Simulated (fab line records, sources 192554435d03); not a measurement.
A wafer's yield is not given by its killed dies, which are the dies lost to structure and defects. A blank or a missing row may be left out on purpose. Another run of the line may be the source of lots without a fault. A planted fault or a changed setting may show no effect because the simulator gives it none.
Which tool is to blame? | flow n5-finfet | 11 lots (30 wafers sampled), 1 step of a 1938-step route

WHAT THE GAUGES SHOWED, per wafer
N5_MIM_BOT_LITHO_INSPECT_12: inspects for defects (macro).
lot  | measured     | on                | raw-defect-count
L253 | day 13 00:54 | defect-inspect-01 | 2 1 1
L255 | day 13 03:49 | defect-inspect-02 | 0 3 1
L254 | day 13 08:13 | defect-inspect-02 | 1 3 1
L258 | day 13 16:52 | defect-inspect-01 | 1 2 1
L260 | day 13 22:40 | defect-inspect-01 | 0 1
L259 | day 14 09:58 | defect-inspect-02 | 3 3 1
L265 | day 15 08:44 | defect-inspect-02 | 2 2 1
L268 | day 16 13:31 | defect-inspect-01 | 1 1
L272 | day 17 17:31 | defect-inspect-01 | 3 1 3
L274 | day 18 01:42 | defect-inspect-01 | 0 1 1
L273 | day 19 04:06 | defect-inspect-02 | 4 4

WHICH TOOL RAN EACH LOT (tool, then ch and the chambers of the sampled wafers, then the start)
No process step before these readings appears in the record.

AS READ BY THE TOOLS THEMSELVES (means over the sampled wafers that have a number; for cases with no such wafer, the mark the record gives instead)
The record holds no such reading with a usual standard deviation.

THE ANSWER, worked out from the rows above alone
Rule: the lots themselves supply what counts as usual. The widest of any qualifying gaps counts: lots, ordered by their means at a reading, are off when they make up no more than a third of the lots, leave a main group of 4 or more, and stand apart from it by 3 or more times the standard deviation of that group's means. The tables above print the reading to a certain number of digits; a main group whose means all agree to those digits is not used. Also off: a lot with no number at a reading for which 4 or more lots have one. The other lots that the step has rows for count as sound. The gauges are gone through in route order, then the tools' own readings, and for those a lot's mean is taken as printed above. At the first step where some lot is off, the reading lying furthest off is the one used; lots without a number count as furthest.
None of the lots is off at any reading shown; this tells nothing.

WHAT THE SIMULATOR PUT IN
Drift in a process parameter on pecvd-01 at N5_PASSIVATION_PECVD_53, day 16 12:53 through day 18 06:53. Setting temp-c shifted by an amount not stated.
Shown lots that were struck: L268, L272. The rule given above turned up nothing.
